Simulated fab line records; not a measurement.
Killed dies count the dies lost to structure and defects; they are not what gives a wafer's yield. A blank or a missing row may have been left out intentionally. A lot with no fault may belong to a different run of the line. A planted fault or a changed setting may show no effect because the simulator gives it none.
fab line records	flow nand_harc
record lots=24	wafers=72	last_day=25
route steps=1159 shown P_GATE@174 P_M2@329 P_BONDPAD@381 A_ONON_D1@446
lots that met no fault: taken from a fault-free run of the same line
start_h: hours from the record's first day to the start of the lot's first wafer shown	wait_h: hours from the lot's prior step to this one	" the same as in the row above	L1.1+2: one row covering several wafers at once	- no value present, or no start provided	* or withheld: withheld	< > ~ a bound
route shown NAME@n: names a module that has steps shown in the file, with the first one's number in the route	usual: mean/standard deviation taken from wafers without a fault	same: alike in all rows	chamber/n: place in a boat	sites: per-site readings	_std_site: standard deviation across them	_edge_site: the outer-site mean with the inner-site mean subtracted	radius_mm: how far each site lies from the wafer's centre	mask NAME#n: copy n	behind: the tool/chamber that last shaped the wafer	hold: why the lot went on hold/how many hours it stayed there/how the hold came to an end	device: which transistor (n, p or np) failed to switch	end of line: tests run on the same wafers once the route is complete	a step given without rows: its recipe and nothing more	killed: at the first sort, the dies lost to defects and structure; wafer yield is something else	map: shows each die of a wafer: x if killed, . if not, _ if none is there
set.NAME: the setting as run; set.NAME@STEP: as run at that earlier step	model.NAME: the simulator's own value behind a step, which no gauge read
a sample of lots followed through the steps of the route, with each step as a table and each wafer as a row
services: from which hour (start_h, from the record's first day; less than 0 if before it) a tool's chamber was out of use, for how many hours, and why
## steps
# step NHARC_P_GATE_STRIP_111
# recipe power_w=1500	temp_c=110	time_s=250	chemistry=N2/H2
# usual drypump_motor_current_A=5.45/0.1	heater_power_w=88/3.6
lot.wafer	tool	chamber	start_h	wait_h	drypump_motor_current_A	heater_power_w	rf_hours_counter_h
L074.1	plasma_asher-02	1	102.79	0.4	5.44	83	32
L074.2	"	0	"	"	5.29	90	32
L074.3	"	0	"	"	5.29	88	-
L075.1	plasma_asher-02	0	103.33	0.6	5.30	85	33
L075.3	"	1	"	"	5.40	84	-
L075.5	"	1	"	"	5.39	83	-
L077.2	plasma_asher-01	0	120.49	0.2	5.58	90	4
L077.4	"	0	"	"	5.58	90	-
L077.5	"	0	"	"	5.57	92	-
L076.2	plasma_asher-01	1	120.85	0.3	5.42	88	4
L076.4	"	0	"	"	5.59	91	-
L076.6	"	1	"	"	5.43	91	-
L078.2	plasma_asher-01	1	134.08	0.2	5.45	90	7
L078.4	"	0	"	"	5.56	92	-
L078.5	"	1	"	"	5.42	90	-
L081.1	plasma_asher-01	1	143.57	0.2	5.42	88	9
L081.3	"	1	"	"	5.43	90	-
L081.5	"	0	"	"	5.59	91	-
L080.1	plasma_asher-02	0	143.69	0.2	5.28	87	45
L080.6	"	0	"	"	5.28	89	-
L080.5	"	1	"	"	5.42	83	-
L079.2	plasma_asher-01	1	145.86	0.2	5.41	89	10
L079.1	"	0	"	"	5.56	90	10
L079.6	"	1	"	"	5.42	89	-
L082.2	plasma_asher-01	0	151.07	0.2	5.59	92	14
L082.4	"	1	"	"	5.42	90	-
L082.5	"	1	"	"	5.41	88	-
L083.1	plasma_asher-01	0	155.73	0.2	5.57	92	16
L083.4	"	1	"	"	5.46	90	-
L083.6	"	1	"	"	5.43	90	-
L084.1	plasma_asher-01	1	156.16	0.2	5.45	90	17
L084.2	"	0	"	"	5.55	93	17
L084.5	"	1	"	"	5.46	89	-
L088.1	plasma_asher-01	0	178.39	0.2	5.56	90	24
L088.4	"	0	"	"	5.58	93	-
L088.3	"	1	"	"	5.47	90	-
L086.1	plasma_asher-02	0	179.06	0.2	5.29	88	59
L086.2	"	1	"	"	5.44	83	59
L086.4	"	1	"	"	5.42	80	-
L085.1	plasma_asher-01	0	180.68	0.2	5.56	92	25
L085.3	"	1	"	"	5.41	90	-
L085.6	"	0	"	"	5.56	90	-
L087.2	plasma_asher-01	0	185.00	0.2	5.59	91	28
L087.3	"	1	"	"	5.43	91	-
L087.4	"	0	"	"	5.60	90	-
L089.2	plasma_asher-01	1	189.63	0.4	5.41	89	30
L089.4	"	1	"	"	5.42	89	-
L089.5	"	1	"	"	5.42	91	-
L090.2	plasma_asher-02	0	196.42	0.2	5.30	83	2
L090.4	"	0	"	"	5.30	83	-
L090.5	"	0	"	"	5.29	86	-
L091.1	plasma_asher-01	0	204.53	0.2	5.61	91	36
L091.4	"	0	"	"	5.56	90	-
L091.5	"	0	"	"	5.59	90	-
L092.1	plasma_asher-02	1	212.01	0.2	5.42	81	7
L092.3	"	0	"	"	5.29	81	-
L092.5	"	0	"	"	5.28	84	-
L093.1	plasma_asher-01	1	212.24	0.2	5.42	89	38
L093.3	"	0	"	"	5.59	90	-
L093.4	"	1	"	"	5.38	89	-
L095.2	plasma_asher-01	1	223.61	0.2	5.44	90	43
L095.4	"	1	"	"	5.43	91	-
L095.6	"	1	"	"	5.43	87	-
L094.2	plasma_asher-02	1	226.24	0.2	5.42	81	12
L094.1	"	0	"	"	5.29	82	12
L094.5	"	1	"	"	5.43	83	-
L096.2	plasma_asher-02	1	237.31	0.2	5.42	80	14
L096.1	"	0	"	"	5.29	85	14
L096.3	"	1	"	"	5.44	80	-
L097.2	plasma_asher-01	0	245.68	0.2	5.57	90	48
L097.4	"	1	"	"	5.40	91	-
L097.6	"	1	"	"	5.42	93	-
# step NHARC_P_GATE_STRIP_75
# recipe power_w=1500	temp_c=250	chemistry=O2
# usual drypump_motor_current_A=5.45/0.1	heater_power_w=331/14
lot.wafer	tool	chamber	start_h	wait_h	drypump_motor_current_A	heater_power_w	rf_hours_counter_h
L074.1	plasma_asher-02	1	103.08	0.2	5.43	311	33
L074.2	"	0	"	"	5.29	328	33
L074.3	"	0	"	"	5.30	324	-
L075.1	plasma_asher-02	0	103.59	0.2	5.29	324	33
L075.3	"	1	"	"	5.40	314	-
L075.5	"	1	"	"	5.41	313	-
L077.2	plasma_asher-01	0	120.78	0.2	5.54	335	4
L077.4	"	0	"	"	5.55	345	-
L077.5	"	0	"	"	5.57	348	-
L076.2	plasma_asher-01	1	121.15	0.2	5.44	342	4
L076.4	"	0	"	"	5.57	346	-
L076.6	"	1	"	"	5.43	333	-
L078.2	plasma_asher-01	1	134.39	0.3	5.44	343	7
L078.4	"	0	"	"	5.60	340	-
L078.5	"	1	"	"	5.45	332	-
L081.1	plasma_asher-01	1	143.87	0.3	5.46	343	9
L081.3	"	1	"	"	5.44	341	-
L081.5	"	0	"	"	5.57	337	-
L080.1	plasma_asher-02	0	143.99	0.3	5.28	327	45
L080.6	"	0	"	"	5.29	325	-
L080.5	"	1	"	"	5.39	313	-
L079.2	plasma_asher-01	1	146.16	0.2	5.45	335	10
L079.1	"	0	"	"	5.61	354	10
L079.6	"	1	"	"	5.45	332	-
L082.2	plasma_asher-01	0	151.37	0.3	5.55	338	14
L082.4	"	1	"	"	5.43	336	-
L082.5	"	1	"	"	5.44	336	-
L083.1	plasma_asher-01	0	155.99	0.2	5.58	342	17
L083.4	"	1	"	"	5.43	339	-
L083.6	"	1	"	"	5.44	336	-
L084.1	plasma_asher-01	1	156.46	0.3	5.43	333	17
L084.2	"	0	"	"	5.58	339	17
L084.5	"	1	"	"	5.43	336	-
L088.1	plasma_asher-01	0	178.69	0.2	5.58	346	24
L088.4	"	0	"	"	5.55	343	-
L088.3	"	1	"	"	5.43	338	-
L086.1	plasma_asher-02	0	179.36	0.3	5.28	331	60
L086.2	"	1	"	"	5.40	311	60
L086.4	"	1	"	"	5.38	310	-
L085.1	plasma_asher-01	0	180.94	0.2	5.58	341	25
L085.3	"	1	"	"	5.46	340	-
L085.6	"	0	"	"	5.59	341	-
L087.2	plasma_asher-01	0	185.26	0.2	5.60	342	28
L087.3	"	1	"	"	5.45	339	-
L087.4	"	0	"	"	5.57	340	-
L089.2	plasma_asher-01	1	189.90	0.2	5.43	341	30
L089.4	"	1	"	"	5.43	337	-
L089.5	"	1	"	"	5.43	337	-
L090.2	plasma_asher-02	0	196.72	0.3	5.29	311	2
L090.4	"	0	"	"	5.29	312	-
L090.5	"	0	"	"	5.29	319	-
L091.1	plasma_asher-01	0	204.79	0.2	5.60	345	36
L091.4	"	0	"	"	5.57	342	-
L091.5	"	0	"	"	5.59	331	-
L092.1	plasma_asher-02	1	212.31	0.3	5.41	314	7
L092.3	"	0	"	"	5.30	313	-
L092.5	"	0	"	"	5.28	309	-
L093.1	plasma_asher-01	1	212.50	0.2	5.43	332	39
L093.3	"	0	"	"	5.56	338	-
L093.4	"	1	"	"	5.43	336	-
L095.2	plasma_asher-01	1	223.91	0.2	5.45	337	43
L095.4	"	1	"	"	5.45	334	-
L095.6	"	1	"	"	5.43	329	-
L094.2	plasma_asher-02	1	226.55	0.3	5.40	306	12
L094.1	"	0	"	"	5.28	316	12
L094.5	"	1	"	"	5.41	305	-
L096.2	plasma_asher-02	1	237.61	0.2	5.42	304	14
L096.1	"	0	"	"	5.27	307	14
L096.3	"	1	"	"	5.41	308	-
L097.2	plasma_asher-01	0	245.99	0.3	5.58	340	48
L097.4	"	1	"	"	5.44	339	-
L097.6	"	1	"	"	5.44	338	-
# step NHARC_P_GATE_CD_MEAS_59
# recipe target_cd_nm=720	landing_energy_ev=500
# usual cd_nm=719.3/1.5
lot.wafer	tool	chamber	start_h	wait_h	cd_nm
L074.1	cd_sem-03	0	104.02	-	720.3
L074.2	"	0	"	"	719.4
L074.3	"	0	"	"	719.3
L075.1	cd_sem-03	0	104.53	-	719.0
L075.3	"	0	"	"	717.6
L075.5	"	0	"	"	719.4
L077.2	cd_sem-01	0	121.58	-	717.7
L077.4	"	0	"	"	719.7
L077.5	"	0	"	"	719.7
L076.2	cd_sem-03	0	122.07	-	720.5
L076.4	"	0	"	"	720.4
L076.6	"	0	"	"	719.4
L078.2	cd_sem-02	0	135.21	-	718.1
L078.4	"	0	"	"	718.4
L078.5	"	0	"	"	718.2
L081.1	cd_sem-02	0	144.67	-	718.6
L081.3	"	0	"	"	720.2
L081.5	"	0	"	"	721.1
L080.1	cd_sem-02	0	144.92	-	721.4
L080.5	"	0	"	"	719.6
L080.6	"	0	"	"	720.1
L079.1	cd_sem-01	0	146.96	-	718.6
L079.2	"	0	"	"	721.3
L079.6	"	0	"	"	720.2
L082.2	cd_sem-02	0	152.30	-	720.0
L082.4	"	0	"	"	719.6
L082.5	"	0	"	"	719.5
L083.1	cd_sem-03	0	156.93	-	717.7
L083.4	"	0	"	"	718.6
L083.6	"	0	"	"	716.8
L084.1	cd_sem-02	0	157.27	-	718.4
L084.2	"	0	"	"	714.3
L084.5	"	0	"	"	718.5
L088.1	cd_sem-02	0	179.63	-	719.0
L088.3	"	0	"	"	717.5
L088.4	"	0	"	"	719.7
L086.1	cd_sem-01	0	180.16	-	719.5
L086.2	"	0	"	"	716.7
L086.4	"	0	"	"	719.4
L085.1	cd_sem-01	0	181.73	-	716.7
L085.3	"	0	"	"	717.0
L085.6	"	0	"	"	714.3
L087.2	cd_sem-03	0	186.18	-	721.0
L087.3	"	0	"	"	720.9
L087.4	"	0	"	"	717.6
L089.2	cd_sem-02	0	190.69	-	715.6
L089.4	"	0	"	"	718.2
L089.5	"	0	"	"	719.2
L090.2	cd_sem-02	0	197.65	-	719.6
L090.4	"	0	"	"	717.9
L090.5	"	0	"	"	720.3
L091.1	cd_sem-02	0	205.58	-	719.5
L091.4	"	0	"	"	720.4
L091.5	"	0	"	"	719.9
L092.1	cd_sem-02	0	213.24	-	722.7
L092.3	"	0	"	"	718.3
L092.5	"	0	"	"	720.6
L093.1	cd_sem-03	0	213.29	-	719.3
L093.3	"	0	"	"	720.3
L093.4	"	0	"	"	721.4
L095.2	cd_sem-03	0	224.84	-	718.9
L095.4	"	0	"	"	721.6
L095.6	"	0	"	"	721.8
L094.1	cd_sem-01	0	227.47	-	719.5
L094.2	"	0	"	"	720.7
L094.5	"	0	"	"	721.4
L096.1	cd_sem-03	0	238.53	-	718.9
L096.2	"	0	"	"	718.2
L096.3	"	0	"	"	717.6
L097.2	cd_sem-01	0	246.80	-	716.7
L097.4	"	0	"	"	719.2
L097.6	"	0	"	"	720.9
# step NHARC_P_M2_OVL_MEAS_10
# recipe pitch_nm=340
# usual overlay_x_nm=-0.1/0.92	overlay_y_nm=-0.1/0.99
lot.wafer	tool	chamber	start_h	wait_h	overlay_x_nm	overlay_y_nm
L074.1	overlay-02	-	131.94	-	-0.3	-0.2
L074.2	"	-	"	"	-0.1	0.1
L074.3	"	-	"	"	-0.4	-0.5
L075.1	overlay-01	-	132.44	-	-0.8	-1.3
L075.3	"	-	"	"	-0.4	-1.5
L075.5	"	-	"	"	-1.0	-1.6
L077.2	overlay-01	-	142.65	-	0.3	0.2
L077.4	"	-	"	"	0.4	-0.2
L077.5	"	-	"	"	0.4	-0.4
L076.2	overlay-01	-	142.93	-	-1.7	0.9
L076.4	"	-	"	"	-1.9	0.3
L076.6	"	-	"	"	-1.6	1.0
L078.2	overlay-01	-	154.58	-	-0.7	-0.4
L078.4	"	-	"	"	-0.3	-0.3
L078.5	"	-	"	"	-0.3	-0.6
L081.1	overlay-02	-	165.82	-	-0.4	-0.9
L081.3	"	-	"	"	0.5	-0.8
L081.5	"	-	"	"	0.5	-0.7
L080.1	overlay-02	-	166.88	-	1.5	1.3
L080.5	"	-	"	"	1.9	1.7
L080.6	"	-	"	"	1.3	1.5
L079.1	overlay-02	-	171.51	-	-0.2	1.5
L079.2	"	-	"	"	0.3	1.2
L079.6	"	-	"	"	-0.2	1.5
L082.2	overlay-01	-	172.77	-	0.2	1.6
L082.4	"	-	"	"	-0.1	0.9
L082.5	"	-	"	"	0.2	0.3
L083.1	overlay-02	-	175.92	-	1.6	0.9
L083.4	"	-	"	"	1.5	0.6
L083.6	"	-	"	"	1.7	0.9
L084.1	overlay-01	-	176.71	-	0.3	-1.6
L084.2	"	-	"	"	0.8	-1.5
L084.5	"	-	"	"	0.6	-2.2
L088.1	overlay-02	-	198.37	-	-1.2	-0.3
L088.3	"	-	"	"	-1.0	0.1
L088.4	"	-	"	"	-0.9	0.3
L086.1	overlay-02	-	199.87	-	-1.5	0.3
L086.2	"	-	"	"	-1.8	-0.2
L086.4	"	-	"	"	-1.2	0.4
L085.1	overlay-01	-	204.31	-	1.5	-1.6
L085.3	"	-	"	"	1.0	-1.1
L085.6	"	-	"	"	1.7	-1.6
L087.2	overlay-02	-	206.18	-	-0.4	0.2
L087.3	"	-	"	"	-0.5	-0.3
L087.4	"	-	"	"	-1.0	0.3
L089.2	overlay-01	-	215.88	-	0.6	0.8
L089.4	"	-	"	"	0.5	0.7
L089.5	"	-	"	"	0.4	0.6
L090.2	overlay-01	-	222.62	-	-1.5	0.1
L090.4	"	-	"	"	-2.2	0.0
L090.5	"	-	"	"	-1.5	-0.2
L091.1	overlay-01	-	225.22	-	-0.6	-1.5
L091.4	"	-	"	"	0.2	-0.9
L091.5	"	-	"	"	-0.3	-1.5
L092.1	overlay-02	-	233.81	-	-0.4	0.2
L092.3	"	-	"	"	0.0	0.6
L092.5	"	-	"	"	-0.4	0.5
L093.1	overlay-02	-	234.79	-	-0.2	-0.1
L093.3	"	-	"	"	-0.2	-0.6
L093.4	"	-	"	"	0.0	-0.7
L095.2	overlay-02	-	244.53	-	0.4	-2.0
L095.4	"	-	"	"	0.4	-2.1
L095.6	"	-	"	"	-0.2	-2.0
L094.1	overlay-02	-	246.16	-	-1.1	0.6
L094.2	"	-	"	"	-1.0	0.4
L094.5	"	-	"	"	-1.0	0.3
L096.1	overlay-01	-	259.21	-	0.9	0.3
L096.2	"	-	"	"	0.6	0.3
L096.3	"	-	"	"	1.0	0.6
L097.2	overlay-01	-	266.05	-	0.5	-0.2
L097.4	"	-	"	"	0.4	0.3
L097.6	"	-	"	"	0.3	-0.3
# step NHARC_P_BONDPAD_THK_MEAS_20
# recipe thk_meas_gauge=xrf
# usual thk_nm=161.0/1.4
lot.wafer	tool	chamber	start_h	wait_h	thk_nm
L074.1	film_metro-02	-	139.47	-	160.7
L074.2	"	-	"	"	161.3
L074.3	"	-	"	"	160.9
L075.1	film_metro-02	-	139.90	-	162.5
L075.3	"	-	"	"	161.4
L075.5	"	-	"	"	162.0
L077.2	film_metro-01	-	149.97	-	160.3
L077.4	"	-	"	"	161.5
L077.5	"	-	"	"	162.4
L076.2	film_metro-02	-	150.36	-	159.6
L076.4	"	-	"	"	162.0
L076.6	"	-	"	"	160.6
L078.2	film_metro-02	-	161.76	-	162.6
L078.4	"	-	"	"	163.5
L078.5	"	-	"	"	163.0
L081.1	film_metro-02	-	172.89	-	159.2
L081.3	"	-	"	"	158.8
L081.5	"	-	"	"	158.6
L080.1	film_metro-01	-	173.79	-	159.3
L080.5	"	-	"	"	160.0
L080.6	"	-	"	"	160.8
L079.1	film_metro-01	-	179.15	-	163.5
L079.2	"	-	"	"	160.1
L079.6	"	-	"	"	162.0
L082.2	film_metro-01	-	179.89	-	162.9
L082.4	"	-	"	"	164.3
L082.5	"	-	"	"	160.5
L083.1	film_metro-01	-	182.89	-	160.2
L083.4	"	-	"	"	159.7
L083.6	"	-	"	"	161.1
L084.1	film_metro-02	-	183.84	-	160.9
L084.2	"	-	"	"	160.4
L084.5	"	-	"	"	162.7
L088.1	film_metro-01	-	205.59	-	162.9
L088.3	"	-	"	"	161.6
L088.4	"	-	"	"	164.6
L086.1	film_metro-01	-	207.56	-	162.2
L086.2	"	-	"	"	163.9
L086.4	"	-	"	"	159.7
L085.1	film_metro-01	-	211.41	-	160.9
L085.3	"	-	"	"	159.9
L085.6	"	-	"	"	159.9
L087.2	film_metro-02	-	213.25	-	160.1
L087.3	"	-	"	"	159.7
L087.4	"	-	"	"	159.0
L089.2	film_metro-01	-	224.61	-	161.5
L089.4	"	-	"	"	162.4
L089.5	"	-	"	"	158.3
L090.2	film_metro-01	-	230.44	-	162.2
L090.4	"	-	"	"	161.9
L090.5	"	-	"	"	159.4
L091.1	film_metro-01	-	232.46	-	161.9
L091.4	"	-	"	"	158.8
L091.5	"	-	"	"	161.6
L092.1	film_metro-01	-	240.87	-	159.8
L092.3	"	-	"	"	162.5
L092.5	"	-	"	"	161.9
L093.1	film_metro-01	-	241.70	-	164.2
L093.3	"	-	"	"	159.1
L093.4	"	-	"	"	160.8
L095.2	film_metro-02	-	251.54	-	161.5
L095.4	"	-	"	"	159.8
L095.6	"	-	"	"	161.9
L094.1	film_metro-01	-	253.05	-	163.1
L094.2	"	-	"	"	161.1
L094.5	"	-	"	"	162.6
L096.1	film_metro-01	-	266.29	-	162.6
L096.2	"	-	"	"	158.2
L096.3	"	-	"	"	161.0
L097.2	film_metro-02	-	273.01	-	160.6
L097.4	"	-	"	"	160.6
L097.6	"	-	"	"	161.0
# step NHARC_A_ONON_D1_DEP_33
# recipe target_thk_a=2000	temp_c=400	pressure_torr=6.5	rf_w=900	teos_flow_sccm=161.4	flow_sccm=2650	target_thk_nm=200	gas=O2	material=SiO2
# usual heater_power_outer_w=309/76	heater_power_w=567/120	throttle_valve_pct=15.9/0.48
lot.wafer	tool	chamber	start_h	wait_h	heater_power_outer_w	heater_power_w	throttle_valve_pct
L074.2	pecvd-03	0	176.30	0.1	363	681	15.3
L074.3	"	1	"	"	298	544	16.0
L074.1	"	2	"	"	289	501	16.0
L075.3	pecvd-01	1	176.65	0.1	447	754	16.4
L075.1	"	2	"	"	385	680	15.6
L075.5	"	1	"	"	455	746	16.2
L077.2	pecvd-01	1	190.73	0.1	456	721	16.6
L077.4	"	0	"	"	178	381	16.1
L077.5	"	2	"	"	337	621	15.5
L076.2	pecvd-02	1	190.77	0.1	407	744	16.6
L076.4	"	2	"	"	172	337	15.5
L076.6	"	1	"	"	424	731	16.8
L078.2	pecvd-02	1	198.45	0.1	377	667	16.7
L078.5	"	0	"	"	300	568	15.4
L078.4	"	1	"	"	392	705	16.7
L080.1	pecvd-02	2	210.82	0.1	233	423	15.6
L080.5	"	0	"	"	300	564	15.8
L080.6	"	2	"	"	233	421	15.5
L081.1	pecvd-03	2	210.95	0.1	293	513	16.3
L081.3	"	0	"	"	419	751	15.4
L081.5	"	2	"	"	297	525	15.7
L084.2	pecvd-01	0	217.19	0.1	240	460	16.2
L084.1	"	2	"	"	346	627	15.6
L084.5	"	1	"	"	429	691	16.2
L082.2	pecvd-02	0	217.28	0.1	271	511	15.7
L082.5	"	1	"	"	361	689	16.8
L082.4	"	2	"	"	227	434	15.9
L079.2	pecvd-03	0	217.39	0.1	418	753	15.4
L079.1	"	1	"	"	224	450	16.4
L079.6	"	0	"	"	429	742	15.1
L083.1	pecvd-03	0	217.71	0.2	426	755	15.3
L083.4	"	1	"	"	204	432	16.4
L083.6	"	2	"	"	300	524	15.9
L086.1	pecvd-02	2	241.32	0.1	157	311	15.6
L086.2	"	0	"	"	322	610	15.6
L086.4	"	0	"	"	335	609	15.5
L088.1	pecvd-03	2	241.47	0.2	285	515	15.9
L088.3	"	1	"	"	212	437	16.1
L088.4	"	2	"	"	297	513	16.1
L087.2	pecvd-03	0	248.01	0.1	391	715	15.4
L087.3	"	1	"	"	248	477	16.4
L087.4	"	1	"	"	256	494	16.0
L085.3	pecvd-02	2	248.09	0.2	200	393	15.7
L085.1	"	1	"	"	426	746	16.8
L085.6	"	1	"	"	421	732	17.1
L089.2	pecvd-02	0	263.42	0.1	260	511	15.8
L089.5	"	1	"	"	321	622	16.9
L089.4	"	2	"	"	161	337	15.6
L090.2	pecvd-02	1	267.11	0.1	319	585	16.7
L090.5	"	0	"	"	327	586	15.8
L090.4	"	1	"	"	335	622	16.9
L091.1	pecvd-03	0	267.15	0.1	413	746	14.9
L091.4	"	1	"	"	299	554	16.3
L091.5	"	2	"	"	224	435	15.9
L092.1	pecvd-01	1	277.83	0.1	357	633	16.2
L092.3	"	0	"	"	270	520	15.9
L092.5	"	2	"	"	360	642	15.4
L093.3	pecvd-03	2	277.83	0.1	250	449	16.0
L093.1	"	0	"	"	412	750	15.3
L093.4	"	0	"	"	408	742	15.2
L094.2	pecvd-03	2	288.04	0.1	226	420	15.9
L094.1	"	0	"	"	419	750	15.5
L094.5	"	0	"	"	290	602	15.4
L095.2	pecvd-02	1	288.13	0.1	385	710	16.6
L095.6	"	2	"	"	151	320	15.8
L095.4	"	1	"	"	411	722	16.9
L096.1	pecvd-01	1	304.90	0.2	370	627	16.2
L096.3	"	2	"	"	349	657	14.9
L096.2	"	0	"	"	204	437	15.5
L097.2	pecvd-01	0	308.66	0.1	279	553	15.4
L097.4	"	2	"	"	343	639	15.2
L097.6	"	0	"	"	286	534	15.6
## services
tool	chamber	start_h	hours	kind
plasma_asher-01	-	87.28	3.8	repair
pecvd-02	-	91.90	0.8	repair
plasma_asher-01	-	99.11	9.0	pm
plasma_asher-01	0	99.11	9.0	vent_cycle
plasma_asher-01	1	99.11	9.0	vent_cycle
plasma_asher-01	0	108.11	-	clean
plasma_asher-01	1	108.11	-	clean
pecvd-03	-	111.00	13.0	pm
plasma_asher-02	-	119.35	3.1	repair
pecvd-02	-	153.20	13.0	pm
plasma_asher-02	-	160.90	0.7	repair
plasma_asher-02	-	183.37	9.0	pm
plasma_asher-02	0	183.37	9.0	vent_cycle
plasma_asher-02	1	183.37	9.0	vent_cycle
pecvd-02	0	186.82	3.2	repair
pecvd-01	-	237.88	13.0	pm
plasma_asher-02	-	270.20	1.7	repair
plasma_asher-01	-	276.30	9.0	pm
plasma_asher-01	0	276.30	9.0	vent_cycle
plasma_asher-01	1	276.30	9.0	vent_cycle
plasma_asher-02	-	282.42	2.9	repair
plasma_asher-01	0	285.30	-	clean
plasma_asher-01	1	285.30	-	clean
pecvd-03	-	292.00	13.0	pm
## key
fault none
